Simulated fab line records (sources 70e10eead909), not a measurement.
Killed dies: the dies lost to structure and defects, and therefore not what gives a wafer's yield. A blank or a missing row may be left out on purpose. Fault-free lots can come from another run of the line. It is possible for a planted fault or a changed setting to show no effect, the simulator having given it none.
Chamber matching || flow nand-harc || rie-diel-03 running NHARC_P_ZERO_WELL_DESCUM_39: 4 sister chambers
The step chemistry O2, time 3 s. 4 wafers are shown with their chamber, then 8 later ones without.

== WAFERS WITH THEIR CHAMBER ==
{"wafer": "L091.6", "chamber": 0, "showerhead-plenum-p-Torr (Torr)": 1.81}
{"wafer": "L094.1", "chamber": 3, "showerhead-plenum-p-Torr (Torr)": 1.94}
{"wafer": "L094.6", "chamber": 1, "showerhead-plenum-p-Torr (Torr)": 1.92}
{"wafer": "L095.3", "chamber": 2, "showerhead-plenum-p-Torr (Torr)": 1.90}

== WAFERS MISSING THEIR CHAMBER ==
{"wafer": "L095.4", "showerhead-plenum-p-Torr (Torr)": 1.92}
{"wafer": "L095.6", "showerhead-plenum-p-Torr (Torr)": 1.94}
{"wafer": "L097.1", "showerhead-plenum-p-Torr (Torr)": 1.91}
{"wafer": "L097.2", "showerhead-plenum-p-Torr (Torr)": 1.90}
{"wafer": "L097.3", "showerhead-plenum-p-Torr (Torr)": 1.81}
{"wafer": "L097.4", "showerhead-plenum-p-Torr (Torr)": 1.94}
{"wafer": "L097.5", "showerhead-plenum-p-Torr (Torr)": 1.91}
{"wafer": "L097.6", "showerhead-plenum-p-Torr (Torr)": 1.81}

== WHICH CHAMBER EACH ONE RAN IN ==
{"wafer": "L095.4", "from the rows above": 1, "in truth": 1}
{"wafer": "L095.6", "from the rows above": 3, "in truth": 3}
{"wafer": "L097.1", "from the rows above": "can't be placed: 1 or 2", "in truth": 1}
{"wafer": "L097.2", "from the rows above": 2, "in truth": 2}
{"wafer": "L097.3", "from the rows above": 0, "in truth": 0}
{"wafer": "L097.4", "from the rows above": 3, "in truth": 3}
{"wafer": "L097.5", "from the rows above": "can't be placed: 1 or 2", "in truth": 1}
{"wafer": "L097.6", "from the rows above": 0, "in truth": 0}
6 of 8 placed correctly. Unplaceable from these rows: 2, with the true chamber sitting among the candidates in 2. 0 placed wrongly.
How it was worked out, from the rows above alone: a wafer's distance from a chamber is the root of the sum, over the readings, of the square of ((its reading less the chamber's mean) divided by the reading's scatter). If the next closest chamber is less than 2 further off than the closest, the wafer can't be placed; otherwise it belongs to the closest. For every chamber, the mean is computed from those of its wafers that are shown. The scatter: with one shown wafer a chamber, the root of the mean of the squares of how far each hidden wafer lies from its nearest shown one.
